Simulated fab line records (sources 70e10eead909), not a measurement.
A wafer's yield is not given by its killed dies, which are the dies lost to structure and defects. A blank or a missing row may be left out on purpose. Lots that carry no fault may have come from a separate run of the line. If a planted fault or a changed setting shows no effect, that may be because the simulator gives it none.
fab line records	flow nand_harc	part 1 of 2: steps 1 to 16 of 24
record: lots: 5	wafers: 15	last_day: 33
route steps=1302 shown A_CONTACT@999
lots that met no fault: taken from a fault-free run of the same line
start_h: hours from the record's opening day to when the first of the lot's shown wafers began	wait_h: time in hours since the lot's previous step	" repeats the value in the row above	L1.1+2: a row that stands for several wafers	- no value, or no start given	* or withheld: withheld	< > ~ a bound
route shown NAME@n: names a module that has steps shown in the file, with the first one's number in the route	usual: mean and standard deviation over wafers with no fault	same: alike in all rows	chamber/n: place in a boat	sites: the reading at each site	_std_site: how widely they spread, as a standard deviation	_edge_site: inner sites' mean taken away from outer sites' mean	radius_mm: for every site, how far away it sits from the centre of the wafer	mask NAME#n: copy n	behind: the tool/chamber that last shaped the wafer	hold: the reason the lot was held/the length of the hold in hours/how it ended	device: which transistor (n, p or np) failed to switch	end of line: the route-end tests of the same wafers	a step without rows: its recipe alone	killed: count of dies lost to structure and defects at first sort (not the wafer's yield)	map: dies across one wafer; x = killed, . = not, _ = none there
set.NAME: the setting as run; set.NAME@STEP: as run at that earlier step	model.NAME: the simulator's own value behind a step, which no gauge read
a table for each step, a row for each wafer; lots at some steps of the route
services: the hour from which a tool's chamber was out of use, counted from the record's first day as start_h (under 0 if before that day), plus the number of hours and why
== steps ==
step: NHARC_A_CONTACT_INSPECT_44
usual: raw_defect_count: 79/42
lot.wafer	tool	chamber	start_h	wait_h	raw_defect_count
L075.2	defect_inspect-01	-	499.10	0.0	65
L075.3	"	-	"	"	65
L075.6	"	-	"	"	43
L077.1	defect_inspect-01	-	555.29	0.0	25
L077.2	"	-	"	"	31
L077.3	"	-	"	"	13
L080.1	defect_inspect-02	-	561.50	0.0	165
L080.2	"	-	"	"	113
L080.6	"	-	"	"	157
L089.1	defect_inspect-01	-	637.14	0.0	96
L089.4	"	-	"	"	84
L089.6	"	-	"	"	80
L096.3	defect_inspect-02	-	714.66	0.0	15
L096.4	"	-	"	"	21
L096.6	"	-	"	"	18
step: NHARC_A_CONTACT_DESCUM_47
recipe: time_s: 3	o2_flow_sccm: 200	ar_flow_sccm: 0	bias_power_w: 0	chemistry: O2
usual: drypump_motor_current_A: 5.7/0.43	oes_product_au: 0.990/0.011	rf_vpp_V: 57.7/0.91	showerhead_plenum_p_Torr: 1.88/0.07	throttle_valve_pct: 11.311/0.0089
lot.wafer	tool	chamber	start_h	wait_h	drypump_motor_current_A	oes_product_au	rf_hours_counter_h	rf_vpp_V	showerhead_plenum_p_Torr	throttle_valve_pct
L075.3	rie_diel-06	3	499.18	0.1	5.9	0.983	1	57.5	1.89	11.330
L075.2	"	0	"	"	6.1	0.994	1	56.8	1.82	11.315
L075.6	"	2	"	"	5.8	0.985	-	58.7	1.84	11.317
L077.2	rie_diel-13	0	555.35	0.1	5.9	0.998	6	59.3	1.95	11.314
L077.1	"	1	"	"	5.6	1.003	7	57.5	1.97	11.295
L077.3	"	3	"	"	5.1	0.988	7	58.3	1.79	11.317
L080.2	rie_diel-13	1	561.58	0.1	5.6	0.985	10	57.3	1.97	11.312
L080.1	"	2	"	"	6.0	0.990	11	58.0	2.02	11.318
L080.6	"	3	"	"	5.1	0.981	-	56.6	1.79	11.316
L089.4	rie_diel-06	3	637.20	0.1	5.8	0.988	24	57.4	1.88	11.305
L089.1	"	1	"	"	4.8	0.997	23	58.0	1.86	11.295
L089.6	"	0	"	"	6.1	0.989	-	54.9	1.82	11.316
L096.3	rie_diel-13	0	714.73	0.1	5.9	0.992	2	58.0	1.94	11.311
L096.4	"	1	"	"	5.6	0.995	3	57.2	1.95	11.327
L096.6	"	3	"	"	5.1	1.000	-	56.9	1.78	11.299
step: NHARC_A_CONTACT_ETCH_48
recipe: target_depth_a: 390	over_etch_frac: 0.3	time_s: 65	ion_energy_ev: 80	cf4_flow_sccm: 150	ar_flow_sccm: 0	rf_w: 300	bias_w: 100	chemistry: CF4
usual: drypump_motor_current_A: 5.7/0.42	oes_product_au: 0.989/0.011	rf_fwd_power_W: 297.1/1.1	rf_vpp_V: 150.9/1.1	showerhead_plenum_p_Torr: 1.74/0.059	throttle_valve_pct: 13.284/0.0082
lot.wafer	tool	chamber	start_h	wait_h	drypump_motor_current_A	oes_product_au	rf_fwd_power_W	rf_hours_counter_h	rf_vpp_V	showerhead_plenum_p_Torr	throttle_valve_pct
L075.3	rie_diel-06	1	499.26	0.1	4.8	0.979	298.4	1	150.8	1.73	13.266
L075.2	"	2	"	"	5.8	0.978	297.5	1	151.5	1.70	13.276
L075.6	"	0	"	"	6.1	0.997	296.3	-	150.2	1.69	13.283
L077.1	rie_diel-13	3	555.43	0.1	5.1	0.986	297.5	7	150.2	1.67	13.294
L077.2	"	1	"	"	5.5	0.992	297.0	7	151.9	1.82	13.289
L077.3	"	2	"	"	6.0	0.990	296.5	9	152.4	1.86	13.279
L080.2	rie_diel-13	2	561.65	0.1	6.1	0.994	298.7	11	151.6	1.86	13.290
L080.1	"	3	"	"	5.1	0.967	296.9	9	150.5	1.67	13.293
L080.6	"	2	"	"	6.1	0.995	299.3	-	152.1	1.86	13.276
L089.1	rie_diel-06	1	637.30	0.1	4.8	0.984	298.9	23	150.8	1.72	13.286
L089.4	"	2	"	"	5.8	0.980	297.3	17	150.7	1.70	13.282
L089.6	"	3	"	"	5.9	0.996	297.4	-	151.6	1.74	13.296
L096.4	rie_diel-13	3	714.82	0.1	5.1	0.998	298.0	2	149.3	1.65	13.284
L096.3	"	0	"	"	5.9	0.991	298.3	2	151.5	1.79	13.300
L096.6	"	1	"	"	5.5	0.984	295.8	-	151.4	1.80	13.276
step: NHARC_A_CONTACT_ETCH_49
recipe: target_depth_a: 2600	over_etch_frac: 0.3	time_s: 475.3	ion_energy_ev: 200	n2_flow_sccm: 150	h2_flow_sccm: 150	ar_flow_sccm: 0	rf_w: 400	bias_w: 150	chemistry: N2/H2
usual: drypump_motor_current_A: 5.7/0.41	h2_flow_sccm: 150.0/0.48	oes_product_au: 0.989/0.011	rf_fwd_power_W: 399.2/1.2	rf_vpp_V: 429.5/2.3	showerhead_plenum_p_Torr: 2.01/0.076	throttle_valve_pct: 14.171/0.0086
lot.wafer	tool	chamber	start_h	wait_h	drypump_motor_current_A	h2_flow_sccm	oes_product_au	rf_fwd_power_W	rf_hours_counter_h	rf_vpp_V	showerhead_plenum_p_Torr	throttle_valve_pct
L075.3	rie_diel-06	0	-	-	6.1	150.0	0.988	400.4	2	428.1	1.94	14.176
L075.2	"	1	"	"	4.9	149.8	0.982	398.3	1	428.1	1.99	14.159
L075.6	"	3	"	"	5.9	150.1	0.981	398.3	-	430.8	2.01	14.156
L077.2	rie_diel-13	1	-	-	5.5	149.2	1.000	398.3	7	432.6	2.10	14.170
L077.3	"	2	"	"	6.1	149.5	0.993	399.3	9	433.1	2.15	14.183
L077.1	"	3	"	"	5.1	150.0	0.979	401.4	7	427.6	1.91	14.170
L080.2	rie_diel-13	2	-	-	6.1	150.3	0.994	397.2	11	432.9	2.15	14.182
L080.1	"	3	"	"	5.1	149.7	0.981	402.1	9	425.9	1.91	14.166
L080.6	"	2	"	"	6.1	150.0	1.001	399.1	-	434.1	2.15	14.172
L089.1	rie_diel-06	0	-	-	6.1	149.0	1.010	400.8	25	428.3	1.93	14.163
L089.4	"	2	"	"	5.9	150.6	0.984	398.6	17	425.9	1.95	14.157
L089.6	"	0	"	"	6.1	150.0	0.989	400.2	-	426.5	1.93	14.161
L096.3	rie_diel-13	0	-	-	5.9	149.4	0.986	401.2	2	431.6	2.07	14.183
L096.4	"	2	"	"	6.0	150.1	1.014	399.3	3	433.3	2.14	14.180
L096.6	"	0	"	"	5.9	150.2	0.991	400.8	-	428.7	2.07	14.166
step: NHARC_A_CONTACT_ETCH_50
recipe: target_depth_a: 1210	time_s: 60.5	cf4_flow_sccm: 100	chf3_flow_sccm: 30	ar_flow_sccm: 0	rf_w: 500	bias_w: 200	chemistry: CF4/CHF3
usual: drypump_motor_current_A: 5.7/0.45	oes_product_au: 0.941/0.02	rf_fwd_power_W: 495.1/2	rf_vpp_V: 369.8/2	showerhead_plenum_p_Torr: 1.55/0.056	throttle_valve_pct: 16.804/0.0087
lot.wafer	tool	chamber	start_h	wait_h	drypump_motor_current_A	oes_product_au	rf_fwd_power_W	rf_hours_counter_h	rf_vpp_V	showerhead_plenum_p_Torr	throttle_valve_pct
L075.3	rie_diel-06	3	-	-	5.8	0.955	498.5	1	370.9	1.55	16.808
L075.2	"	0	"	"	6.1	0.973	493.7	2	368.0	1.50	16.795
L075.6	"	3	"	"	5.9	0.961	497.0	-	370.5	1.55	16.798
L077.3	rie_diel-13	1	-	-	5.5	0.934	490.2	7	372.7	1.62	16.805
L077.2	"	2	"	"	6.1	0.948	496.7	9	372.7	1.66	16.802
L077.1	"	3	"	"	5.1	0.933	496.3	7	369.3	1.48	16.796
L080.1	rie_diel-13	0	-	-	5.9	0.958	493.6	9	371.2	1.61	16.810
L080.2	"	2	"	"	6.1	0.974	495.8	11	372.8	1.65	16.809
L080.6	"	1	"	"	5.6	0.979	492.4	-	371.3	1.62	16.809
L089.4	rie_diel-06	2	-	-	5.8	0.957	493.1	17	368.4	1.51	16.818
L089.1	"	0	"	"	6.1	0.950	491.9	25	368.9	1.50	16.785
L089.6	"	2	"	"	5.9	0.960	493.6	-	366.6	1.51	16.808
L096.3	rie_diel-13	2	-	-	6.1	0.978	494.8	3	374.2	1.64	16.811
L096.4	"	1	"	"	5.6	0.935	493.8	3	372.3	1.61	16.806
L096.6	"	3	"	"	5.1	0.947	496.8	-	367.5	1.47	16.794
step: NHARC_A_CONTACT_ETCH_51
recipe: target_depth_a: 70000	over_etch_frac: 0.3	time_s: 1820	ion_energy_ev: 150	o2_flow_sccm: 400	cos_flow_sccm: 20	ar_flow_sccm: 0	rf_w: 500	bias_w: 300	chemistry: O2/COS
usual: drypump_motor_current_A: 5.7/0.44	oes_product_au: 0.990/0.01	rf_fwd_power_W: 499.6/1.7	rf_vpp_V: 313.5/1.8	showerhead_plenum_p_Torr: 3.07/0.11	throttle_valve_pct: 28.331/0.0089
lot.wafer	tool	chamber	start_h	wait_h	drypump_motor_current_A	oes_product_au	rf_fwd_power_W	rf_hours_counter_h	rf_vpp_V	showerhead_plenum_p_Torr	throttle_valve_pct
L075.2	rie_diel-06	2	-	-	5.8	0.981	499.1	1	311.6	3.00	28.347
L075.3	"	0	"	"	6.1	0.991	500.5	2	311.0	2.98	28.335
L075.6	"	1	"	"	4.9	0.983	499.8	-	313.7	3.05	28.321
L077.3	rie_diel-13	2	-	-	6.1	0.994	499.2	9	315.4	3.28	28.334
L077.2	"	3	"	"	5.1	0.981	496.5	8	312.1	2.94	28.338
L077.1	"	0	"	"	5.9	1.001	499.2	7	314.9	3.19	28.335
L080.2	rie_diel-13	1	-	-	5.6	0.993	502.4	11	315.5	3.21	28.327
L080.1	"	0	"	"	5.9	0.993	502.5	9	316.4	3.18	28.315
L080.6	"	1	"	"	5.6	0.986	499.4	-	316.8	3.21	28.343
L089.1	rie_diel-06	0	-	-	6.2	0.989	499.9	26	312.7	2.97	28.318
L089.4	"	2	"	"	5.8	0.977	500.0	17	312.2	3.00	28.319
L089.6	"	0	"	"	6.2	0.992	498.7	-	311.8	2.97	28.347
L096.4	rie_diel-13	2	-	-	6.1	1.013	499.0	3	317.0	3.26	28.331
L096.3	"	3	"	"	5.1	1.001	503.3	3	312.2	2.91	28.330
L096.6	"	3	"	"	5.1	1.000	497.8	-	310.8	2.91	28.334
step: NHARC_A_CONTACT_ETCH_111
recipe: source_w: withheld	pressure_mtorr: 20	bias_v: withheld	time_s: 140	target_depth_a: 7000	ar_flow_sccm: withheld	c4f8_flow_sccm: withheld	o2_flow_sccm: withheld	chemistry: C4F8/O2/Ar
usual: oes_air_line_au: 0.994/0.02
lot.wafer	tool	chamber	start_h	wait_h	oes_air_line_au	rf_hours_counter_h
L075.2	har_cap_etch-02	0	501.03	-	0.992	81
L075.3	"	0	"	"	1.021	-
L075.6	"	0	"	"	1.017	-
L077.2	har_cap_etch-02	1	557.18	-	0.979	91
L077.1	"	0	"	"	0.973	91
L077.3	"	1	"	"	0.985	-
L080.2	har_cap_etch-03	1	563.39	-	1.005	49
L080.1	"	0	"	"	0.978	49
L080.6	"	0	"	"	0.955	-
L089.1	har_cap_etch-03	0	639.05	-	1.003	63
L089.4	"	0	"	"	0.984	-
L089.6	"	0	"	"	0.986	-
L096.4	har_cap_etch-01	0	716.80	-	0.958	-
L096.3	"	1	"	"	1.001	-
L096.6	"	1	"	"	1.017	-
step: NHARC_A_CONTACT_ETCH_112
recipe: source_w: withheld	pressure_mtorr: 20	bias_v: 3000	time_s: 190	target_depth_a: 18500	ar_flow_sccm: withheld	c4f8_flow_sccm: withheld	o2_flow_sccm: withheld	chemistry: C4F8/O2/Ar
usual: oes_air_line_au: 0.999/0.02
lot.wafer	tool	chamber	start_h	wait_h	oes_air_line_au	rf_hours_counter_h
L075.2	har_cap_etch-02	0	501.23	0.2	1.025	81
L075.3	"	0	"	"	0.996	-
L075.6	"	0	"	"	1.012	-
L077.2	har_cap_etch-02	1	557.37	0.2	0.982	91
L077.1	"	0	"	"	1.000	91
L077.3	"	1	"	"	0.973	-
L080.2	har_cap_etch-03	1	563.66	0.2	1.019	49
L080.1	"	0	"	"	0.986	49
L080.6	"	0	"	"	0.971	-
L089.1	har_cap_etch-03	0	639.25	0.2	1.018	64
L089.4	"	0	"	"	1.019	-
L089.6	"	0	"	"	1.025	-
L096.4	har_cap_etch-01	0	716.98	0.2	1.013	-
L096.3	"	1	"	"	1.002	-
L096.6	"	1	"	"	1.000	-
step: NHARC_A_CONTACT_ETCH_113
recipe: source_w: withheld	pressure_mtorr: 20	bias_v: 3000	time_s: 190	target_depth_a: 18500	ar_flow_sccm: withheld	c4f8_flow_sccm: withheld	o2_flow_sccm: withheld	chemistry: C4F8/O2/Ar
usual: oes_air_line_au: 1.003/0.02
lot.wafer	tool	chamber	start_h	wait_h	oes_air_line_au	rf_hours_counter_h
L075.2	har_cap_etch-02	0	501.40	0.1	1.020	82
L075.3	"	0	"	"	1.006	-
L075.6	"	0	"	"	1.017	-
L077.2	har_cap_etch-02	1	557.54	0.1	1.011	91
L077.1	"	0	"	"	0.996	91
L077.3	"	1	"	"	1.009	-
L080.2	har_cap_etch-03	1	563.89	0.2	0.977	49
L080.1	"	0	"	"	1.007	49
L080.6	"	0	"	"	1.025	-
L089.1	har_cap_etch-03	0	639.42	0.1	0.977	64
L089.4	"	0	"	"	0.965	-
L089.6	"	0	"	"	0.966	-
L096.4	har_cap_etch-01	0	717.15	0.1	1.000	-
L096.3	"	1	"	"	1.002	-
L096.6	"	1	"	"	1.017	-
step: NHARC_A_CONTACT_ETCH_114
recipe: source_w: withheld	pressure_mtorr: 20	bias_v: 3000	time_s: 190	target_depth_a: 18500	ar_flow_sccm: withheld	c4f8_flow_sccm: withheld	o2_flow_sccm: withheld	chemistry: C4F8/O2/Ar
usual: oes_air_line_au: 0.999/0.02
lot.wafer	tool	chamber	start_h	wait_h	oes_air_line_au	rf_hours_counter_h
L075.2	har_cap_etch-02	0	501.57	0.1	1.020	82
L075.3	"	0	"	"	1.000	-
L075.6	"	0	"	"	0.994	-
L077.2	har_cap_etch-02	1	557.71	0.1	1.023	91
L077.1	"	0	"	"	1.042	91
L077.3	"	1	"	"	1.015	-
L080.2	har_cap_etch-03	1	564.11	0.2	1.021	49
L080.1	"	0	"	"	1.044	49
L080.6	"	0	"	"	1.007	-
L089.1	har_cap_etch-03	0	639.59	0.1	1.016	64
L089.4	"	0	"	"	0.997	-
L089.6	"	0	"	"	1.010	-
L096.4	har_cap_etch-01	0	717.33	0.1	0.984	-
L096.3	"	1	"	"	0.974	-
L096.6	"	1	"	"	1.000	-
step: NHARC_A_CONTACT_ETCH_115
recipe: source_w: withheld	pressure_mtorr: 20	bias_v: 3000	time_s: 190	target_depth_a: 18500	ar_flow_sccm: withheld	c4f8_flow_sccm: withheld	o2_flow_sccm: withheld	chemistry: C4F8/O2/Ar
usual: oes_air_line_au: 1.002/0.019
lot.wafer	tool	chamber	start_h	wait_h	oes_air_line_au	rf_hours_counter_h
L075.2	har_cap_etch-02	0	501.74	0.1	1.020	82
L075.3	"	0	"	"	1.023	-
L075.6	"	0	"	"	1.016	-
L077.2	har_cap_etch-02	1	557.89	0.1	1.015	91
L077.1	"	0	"	"	0.980	91
L077.3	"	1	"	"	1.015	-
L080.2	har_cap_etch-03	1	564.34	0.2	1.001	49
L080.1	"	0	"	"	1.044	49
L080.6	"	0	"	"	0.991	-
L089.1	har_cap_etch-03	0	639.76	0.1	0.975	64
L089.4	"	0	"	"	1.035	-
L089.6	"	0	"	"	1.018	-
L096.4	har_cap_etch-01	0	717.50	0.1	0.998	-
L096.3	"	1	"	"	0.998	-
L096.6	"	1	"	"	0.993	-
step: NHARC_A_CONTACT_ETCH_116
recipe: source_w: withheld	pressure_mtorr: 20	bias_v: 3000	time_s: 190	target_depth_a: 18500	ar_flow_sccm: withheld	c4f8_flow_sccm: withheld	o2_flow_sccm: withheld	chemistry: C4F8/O2/Ar
usual: oes_air_line_au: 0.999/0.021
lot.wafer	tool	chamber	start_h	wait_h	oes_air_line_au	rf_hours_counter_h
L075.2	har_cap_etch-02	0	501.92	0.1	0.973	82
L075.3	"	0	"	"	1.007	-
L075.6	"	0	"	"	1.014	-
L077.2	har_cap_etch-02	1	558.06	0.1	1.019	92
L077.1	"	0	"	"	1.014	92
L077.3	"	1	"	"	1.010	-
L080.2	har_cap_etch-03	1	564.57	0.2	0.970	49
L080.1	"	0	"	"	0.977	49
L080.6	"	0	"	"	0.997	-
L089.1	har_cap_etch-03	0	639.94	0.1	1.017	64
L089.4	"	0	"	"	0.978	-
L089.6	"	0	"	"	0.990	-
L096.4	har_cap_etch-01	0	717.67	0.1	1.000	-
L096.3	"	1	"	"	1.028	-
L096.6	"	1	"	"	0.987	-
step: NHARC_A_CONTACT_ETCH_117
recipe: source_w: withheld	pressure_mtorr: 20	bias_v: 3000	time_s: 190	target_depth_a: 18500	ar_flow_sccm: withheld	c4f8_flow_sccm: withheld	o2_flow_sccm: withheld	chemistry: C4F8/O2/Ar
usual: oes_air_line_au: 0.999/0.023
lot.wafer	tool	chamber	start_h	wait_h	oes_air_line_au	rf_hours_counter_h
L075.2	har_cap_etch-02	0	502.09	0.1	0.971	82
L075.3	"	0	"	"	0.972	-
L075.6	"	0	"	"	0.928	-
L077.2	har_cap_etch-02	1	558.23	0.1	1.000	92
L077.1	"	0	"	"	0.985	92
L077.3	"	1	"	"	1.022	-
L080.2	har_cap_etch-03	1	564.79	0.2	1.016	50
L080.1	"	0	"	"	1.019	50
L080.6	"	0	"	"	1.013	-
L089.1	har_cap_etch-03	0	640.11	0.1	1.000	64
L089.4	"	0	"	"	0.994	-
L089.6	"	0	"	"	0.978	-
L096.4	har_cap_etch-01	0	717.84	0.1	0.983	-
L096.3	"	1	"	"	1.002	-
L096.6	"	1	"	"	1.002	-
step: NHARC_A_CONTACT_ETCH_118
recipe: source_w: withheld	pressure_mtorr: 20	bias_v: 3000	time_s: 190	target_depth_a: 18500	ar_flow_sccm: withheld	c4f8_flow_sccm: withheld	o2_flow_sccm: withheld	chemistry: C4F8/O2/Ar
usual: oes_air_line_au: 0.997/0.02
lot.wafer	tool	chamber	start_h	wait_h	oes_air_line_au	rf_hours_counter_h
L075.2	har_cap_etch-02	0	502.26	0.1	1.002	82
L075.3	"	0	"	"	0.975	-
L075.6	"	0	"	"	1.013	-
L077.2	har_cap_etch-02	1	558.40	0.1	1.005	92
L077.1	"	0	"	"	1.005	92
L077.3	"	1	"	"	1.011	-
L080.2	har_cap_etch-03	1	565.02	0.2	1.005	50
L080.1	"	0	"	"	0.989	50
L080.6	"	0	"	"	0.981	-
L089.1	har_cap_etch-03	0	640.28	0.1	0.975	65
L089.4	"	0	"	"	0.946	-
L089.6	"	0	"	"	0.984	-
L096.4	har_cap_etch-01	0	718.01	0.1	0.974	-
L096.3	"	1	"	"	1.000	-
L096.6	"	1	"	"	0.994	-
step: NHARC_A_CONTACT_ETCH_119
recipe: source_w: withheld	pressure_mtorr: 20	bias_v: 3000	time_s: 190	target_depth_a: 18500	ar_flow_sccm: withheld	c4f8_flow_sccm: withheld	o2_flow_sccm: withheld	chemistry: C4F8/O2/Ar
usual: oes_air_line_au: 0.998/0.021
lot.wafer	tool	chamber	start_h	wait_h	oes_air_line_au	rf_hours_counter_h
L075.2	har_cap_etch-02	0	502.43	0.1	1.026	83
L075.3	"	0	"	"	1.003	-
L075.6	"	0	"	"	1.013	-
L077.2	har_cap_etch-02	1	558.57	0.1	1.004	92
L077.1	"	0	"	"	0.981	92
L077.3	"	1	"	"	0.968	-
L080.2	har_cap_etch-03	1	565.25	0.2	0.996	50
L080.1	"	0	"	"	1.024	50
L080.6	"	0	"	"	1.015	-
L089.1	har_cap_etch-03	0	640.45	0.1	0.992	65
L089.4	"	0	"	"	0.960	-
L089.6	"	0	"	"	0.962	-
L096.4	har_cap_etch-01	0	718.18	0.1	1.012	-
L096.3	"	1	"	"	1.036	-
L096.6	"	1	"	"	0.997	-
step: NHARC_A_CONTACT_ETCH_120
recipe: source_w: withheld	pressure_mtorr: 20	bias_v: 3000	time_s: 190	target_depth_a: 18500	ar_flow_sccm: withheld	c4f8_flow_sccm: withheld	o2_flow_sccm: withheld	chemistry: C4F8/O2/Ar
usual: oes_air_line_au: 0.998/0.018
lot.wafer	tool	chamber	start_h	wait_h	oes_air_line_au	rf_hours_counter_h
L075.2	har_cap_etch-02	0	502.60	0.1	1.009	83
L075.3	"	0	"	"	0.995	-
L075.6	"	0	"	"	0.968	-
L077.2	har_cap_etch-02	1	558.75	0.1	1.006	92
L077.1	"	0	"	"	1.004	92
L077.3	"	1	"	"	1.029	-
L080.2	har_cap_etch-03	1	565.48	0.2	1.009	50
L080.1	"	0	"	"	1.000	50
L080.6	"	0	"	"	1.017	-
L089.1	har_cap_etch-03	0	640.62	0.1	0.962	65
L089.4	"	0	"	"	0.958	-
L089.6	"	0	"	"	0.983	-
L096.4	har_cap_etch-01	0	718.35	0.1	0.992	-
L096.3	"	1	"	"	0.997	-
L096.6	"	1	"	"	1.018	-
